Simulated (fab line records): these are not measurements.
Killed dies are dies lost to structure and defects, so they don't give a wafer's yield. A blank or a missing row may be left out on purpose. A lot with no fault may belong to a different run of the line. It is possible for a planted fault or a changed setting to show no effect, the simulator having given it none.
Matching of chambers / flow n5-finfet / 4 sister chambers for N5_BEOL_M1_ALD_98 on ald-sin-03
The step deposits SiO2, target thk 2.5 nm, pulse time 1 s, co reactant pulse time 1 s. 4 wafers are shown with their chamber, then 12 later ones without.

WAFERS WITH THEIR CHAMBER
wafer=L084.3; chamber=0; heater-power-w (W)=73
wafer=L088.1; chamber=1; heater-power-w (W)=74
wafer=L088.3; chamber=2; heater-power-w (W)=73
wafer=L088.4; chamber=3; heater-power-w (W)=84

WAFERS WITHOUT THEIR CHAMBER
wafer=L089.1; heater-power-w (W)=76
wafer=L089.3; heater-power-w (W)=72
wafer=L089.6; heater-power-w (W)=87
wafer=L093.1; heater-power-w (W)=72
wafer=L093.2; heater-power-w (W)=74
wafer=L093.6; heater-power-w (W)=88
wafer=L094.2; heater-power-w (W)=74
wafer=L094.5; heater-power-w (W)=72
wafer=L094.6; heater-power-w (W)=75
wafer=L097.1; heater-power-w (W)=73
wafer=L097.3; heater-power-w (W)=77
wafer=L097.5; heater-power-w (W)=77

THE CHAMBER EACH PASSED THROUGH
wafer=L089.1; from the rows above=can't be placed: 1 or 0 or 2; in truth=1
wafer=L089.3; from the rows above=can't be placed: 0 or 2 or 1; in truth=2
wafer=L089.6; from the rows above=3; in truth=3
wafer=L093.1; from the rows above=can't be placed: 0 or 2 or 1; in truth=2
wafer=L093.2; from the rows above=can't be placed: 1 or 0 or 2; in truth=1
wafer=L093.6; from the rows above=3; in truth=3
wafer=L094.2; from the rows above=can't be placed: 1 or 0 or 2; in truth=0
wafer=L094.5; from the rows above=can't be placed: 0 or 2 or 1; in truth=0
wafer=L094.6; from the rows above=can't be placed: 1 or 0 or 2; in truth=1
wafer=L097.1; from the rows above=can't be placed: 0 or 2 or 1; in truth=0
wafer=L097.3; from the rows above=can't be placed: 1 or 0 or 2 or 3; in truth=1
wafer=L097.5; from the rows above=can't be placed: 1 or 0 or 2 or 3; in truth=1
Correctly placed: 2 of 12. Unplaceable from these rows: 10, with the true chamber sitting among the candidates in 10. 0 placed wrongly.
How it was worked out, from the rows above alone: a wafer's distance from a chamber is the root of the sum, over the readings, of the square of ((its reading less the chamber's mean) divided by the reading's scatter). If the next closest chamber is less than 2 further off than the closest, the wafer can't be placed; otherwise it belongs to the closest. The mean given for a chamber averages the wafers shown for that chamber. The scatter (one wafer shown for each chamber): square how far every hidden wafer sits from the nearest shown wafer, average those squares and take the square root.
